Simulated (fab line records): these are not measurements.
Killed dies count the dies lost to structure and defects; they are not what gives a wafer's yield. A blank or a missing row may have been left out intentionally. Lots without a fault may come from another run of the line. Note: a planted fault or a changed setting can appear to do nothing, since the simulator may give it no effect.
Which tool did it?    flow nandHarc    14 lots, 42 wafers sampled, at 4 steps of a route of 1302

== WHAT THE GAUGES SHOWED, per wafer ==
The record holds no reading of a measuring or inspecting step that can be judged against a usual standard deviation.

== WHICH TOOL RAN EACH LOT (tool, then ch and the chambers of the sampled wafers, then the start) ==
lot   NHARC_P_M0_PVD_20                       NHARC_P_M1_ETCH_15                 NHARC_P_M1_STRIP_18                NHARC_P_M1_ETCH_28
L528  pvdSputter-03, day 6 05:07 or earlier   rieDiel-05 ch 0,3, day 6 05:07     rieDiel-03 ch 1,3, day 6 05:22     rieDiel-03 ch 0,1,3, no start
L530  pvdSputter-03, day 7 04:35 or earlier   rieDiel-05 ch 0,1,2, day 7 04:35   rieDiel-05 ch 0,1,2, day 7 04:50   rieDiel-05 ch 0,1,2, no start
L532  pvdSputter-02, day 7 22:23 or earlier   rieDiel-03 ch 0,2,3, day 7 22:23   rieDiel-01 ch 0,1,2, day 7 22:35   rieDiel-01 ch 0,2,3, no start
L533  pvdSputter-03, day 8 03:07 or earlier   rieDiel-01 ch 0,1,3, day 8 03:07   rieDiel-05 ch 2,3, day 8 03:19     rieDiel-05 ch 2,3, no start
L534  pvdSputter-01, day 8 21:00 or earlier   rieDiel-05 ch 0,1, day 8 21:00     rieDiel-03 ch 2,3, day 8 21:14     rieDiel-03 ch 0,1, no start
L535  pvdSputter-01, day 9 05:03 or earlier   rieDiel-05 ch 1,2,3, day 9 05:03   rieDiel-05 ch 0,2, day 9 05:16     rieDiel-05 ch 0,3, no start
L536  pvdSputter-01, day 9 19:04 or earlier   rieDiel-05 ch 0,1,2, day 9 19:04   rieDiel-05 ch 0,1,2, day 9 19:22   rieDiel-05 ch 0,1,2, no start
L537  pvdSputter-02, day 10 04:23 or earlier  rieDiel-05 ch 0,1,2, day 10 04:23  rieDiel-03 ch 1,2,3, day 10 04:39  rieDiel-03 ch 0,3, no start
L541  pvdSputter-03, day 11 16:31 or earlier  rieDiel-03 ch 0,1,3, day 11 16:31  rieDiel-05 ch 1,2, day 11 16:44    rieDiel-05 ch 0,1,2, no start
L543  pvdSputter-02, day 12 07:35 or earlier  rieDiel-03 ch 0,3, day 12 07:35    rieDiel-05 ch 0,2, day 12 07:53    rieDiel-05 ch 0,2, day 12 08:13
L547  pvdSputter-02, day 14 04:45 or earlier  rieDiel-05 ch 0,1, day 14 04:45    rieDiel-03 ch 0,1,3, day 14 05:00  rieDiel-03 ch 0,1,2, no start
L549  pvdSputter-02, day 15 00:01 or earlier  rieDiel-05 ch 1,2,3, day 15 00:01  rieDiel-03 ch 0,1,2, day 15 00:23  rieDiel-03 ch 0,1,3, no start
L550  pvdSputter-02, day 15 12:46 or earlier  rieDiel-01 ch 0,3, day 15 12:46    rieDiel-01 ch 1,3, day 15 12:59    rieDiel-01 ch 1,3, no start
L551  pvdSputter-02, day 16 02:02 or earlier  rieDiel-03 ch 0,1,2, day 16 02:02  rieDiel-05 ch 2,3, day 16 02:14    rieDiel-05 ch 0,2, no start
- NHARC_P_M0_PVD_20: deposits TaN, target thk 5 nm, time 8.06 s.
- NHARC_P_M1_ETCH_15: etches the open film in C4F8/Ar, target depth 182.5 nm, time 91.2 s.
- NHARC_P_M1_STRIP_18: strips in N2/H2.
- NHARC_P_M1_ETCH_28: etches the open film in CF4/N2, target depth 30 nm, time 72.99 s.

== WHAT THE TOOLS THEMSELVES READ (means of the sampled wafers that have a number; where no wafer has one, the mark that the record gives instead) ==
NHARC_P_M0_PVD_20. Usual: chamberPressurePa 0.12 Pa, standard deviation 0.00023; throttleValvePct 29.6 %, standard deviation 0.91.
lot   tool           chamberPressurePa (Pa)  throttleValvePct (%)  flag
L528  pvdSputter-03  0.12                    28.7                  
L530  pvdSputter-03  0.12                    28.3                  
L532  pvdSputter-02  0.12                    29.5                  
L533  pvdSputter-03  0.12                    29.4                  
L534  pvdSputter-01  0.12                    30.0                  
L535  pvdSputter-01  0.12                    29.9                  
L536  pvdSputter-01  0.12                    30.2                  
L537  pvdSputter-02  0.12                    29.1                  
L541  pvdSputter-03  0.12                    29.5                  
L543  pvdSputter-02  0.12                    29.4                  
L547  pvdSputter-02  0.12                    29.4                  
L549  pvdSputter-02  0.12                    29.1                  
L550  pvdSputter-02  0.12                    30.3                  
L551  pvdSputter-02  0.12                    29.2                  

NHARC_P_M1_ETCH_15. Usual: oesProductAu 0.954 a.u., standard deviation 0.022; rfVppV 441.6 V, standard deviation 2.2; runLengthS 112.6 s, standard deviation 0.43.
lot   tool        oesProductAu (a.u.)  rfVppV (V)  runLengthS (s)  flag
L528  rieDiel-05  0.957                442.6       112.8           
L530  rieDiel-05  0.978                442.8       112.6           
L532  rieDiel-03  0.930                442.9       112.7           
L533  rieDiel-01  0.926                439.6       113.1           
L534  rieDiel-05  0.914                441.3       112.6           
L535  rieDiel-05  0.974                442.1       112.3           
L536  rieDiel-05  0.940                442.2       112.5           
L537  rieDiel-05  0.955                442.8       112.6           
L541  rieDiel-03  0.953                440.2       104.0           OFF
L543  rieDiel-03  0.976                441.3       108.1           OFF
L547  rieDiel-05  0.954                441.7       112.8           
L549  rieDiel-05  0.943                441.6       112.3           
L550  rieDiel-01  0.924                439.1       112.6           
L551  rieDiel-03  0.972                442.0       112.7           

NHARC_P_M1_STRIP_18. Usual: drypumpMotorCurrentA 5.54 A, standard deviation 0.28; mfcArSccm 0.011 sccm, standard deviation 0.013; oesProductAu 1.001 a.u., standard deviation 0.0081; rfVppV 90.9 V, standard deviation 0.86; showerheadPlenumPTorr 2.07 Torr, standard deviation 0.075; throttleValvePct 14.171 %, standard deviation 0.0084.
lot   tool        drypumpMotorCurrentA (A)  mfcArSccm (sccm)  oesProductAu (a.u.)  rfVppV (V)  showerheadPlenumPTorr (Torr)  throttleValvePct (%)  flag
L528  rieDiel-03  5.55                      0.000             1.009                90.0        1.98                          14.173                
L530  rieDiel-05  5.53                      0.016             1.000                91.0        2.11                          14.167                
L532  rieDiel-01  5.46                      0.008             1.008                90.8        2.02                          14.162                
L533  rieDiel-05  5.46                      0.009             0.996                91.6        2.09                          14.171                
L534  rieDiel-03  5.74                      0.013             1.011                91.1        2.05                          14.178                
L535  rieDiel-05  5.63                      0.009             1.010                90.4        2.13                          14.175                
L536  rieDiel-05  5.55                      0.016             1.006                90.5        2.11                          14.174                
L537  rieDiel-03  5.70                      0.013             1.006                91.2        2.04                          14.173                
L541  rieDiel-05  5.54                      0.026             1.002                90.8        2.11                          14.166                
L543  rieDiel-05  5.65                      0.019             1.004                90.8        2.14                          14.162                
L547  rieDiel-03  5.57                      0.000             1.005                90.7        2.04                          14.171                
L549  rieDiel-03  5.70                      0.013             0.998                91.1        2.08                          14.172                
L550  rieDiel-01  4.95                      0.006             0.999                90.5        2.04                          14.167                
L551  rieDiel-05  5.47                      0.009             0.991                90.7        2.09                          14.169                

NHARC_P_M1_ETCH_28. Usual: drypumpMotorCurrentA is 5.54 A with standard deviation 0.26, mfcArSccm is 150.0 sccm with standard deviation 0.45, oesProductAu is 1.001 a.u. with standard deviation 0.0084, rfVppV is 314.6 V with standard deviation 1.8, runLengthS is 94.5 s with standard deviation 0.42, showerheadPlenumPTorr is 2.66 Torr with standard deviation 0.093, and throttleValvePct is 19.795 % with standard deviation 0.0095.
lot   tool        drypumpMotorCurrentA (A)  mfcArSccm (sccm)  oesProductAu (a.u.)  rfVppV (V)  runLengthS (s)  showerheadPlenumPTorr (Torr)  throttleValvePct (%)  flag
L528  rieDiel-03  5.59                      150.0             1.011                313.5       94.3            2.64                          19.804                
L530  rieDiel-05  5.54                      150.0             0.995                315.9       94.4            2.70                          19.785                
L532  rieDiel-01  5.63                      150.1             1.007                312.4       94.3            2.54                          19.791                
L533  rieDiel-05  5.45                      150.4             1.002                315.5       94.3            2.69                          19.795                
L534  rieDiel-03  5.60                      150.5             1.009                315.9       94.7            2.70                          19.799                
L535  rieDiel-05  5.48                      150.4             1.003                316.2       94.3            2.68                          19.804                
L536  rieDiel-05  5.55                      150.1             0.994                314.9       94.4            2.70                          19.794                
L537  rieDiel-03  5.63                      149.6             1.009                316.0       94.5            2.72                          19.790                
L541  rieDiel-05  5.55                      150.0             0.993                316.4       94.5            2.70                          19.789                
L543  rieDiel-05  5.63                      149.9             0.997                315.8       94.7            2.73                          19.791                
L547  rieDiel-03  5.72                      149.7             1.004                314.6       94.6            2.68                          19.807                
L549  rieDiel-03  5.59                      150.1             1.003                314.4       94.1            2.63                          19.800                
L550  rieDiel-01  5.09                      149.8             0.997                313.0       95.0            2.56                          19.801                
L551  rieDiel-05  5.61                      150.2             0.999                316.2       94.8            2.73                          19.788                

== THE ANSWER, worked out from the rows above alone ==
Rule: a lot is off if the mean of its wafers that have a number lies more than 3 standard deviations from the usual mean. Also off: a lot with no number at a reading for which 4 or more lots have one. Where the step has rows for the other lots, those lots are counted as sound. First the gauges in route order, then the tools' own readings, where a lot's mean is used as printed above. At the first step where some lot is off, the reading lying furthest off is the one used; lots without a number count as furthest.
Off, at NHARC_P_M1_ETCH_15 on runLengthS: L541, L543.
If a tool, at that step or one of the process steps before it, ran each lot that is off and ran no sound lot following the first of them, it fits. Because NHARC_P_M0_PVD_20 lacks a start for some lots, the hours and order of its lots are taken from NHARC_P_M1_ETCH_15. Of those tried, none fits.

== WHAT WAS PUT IN BY THE SIMULATOR ==
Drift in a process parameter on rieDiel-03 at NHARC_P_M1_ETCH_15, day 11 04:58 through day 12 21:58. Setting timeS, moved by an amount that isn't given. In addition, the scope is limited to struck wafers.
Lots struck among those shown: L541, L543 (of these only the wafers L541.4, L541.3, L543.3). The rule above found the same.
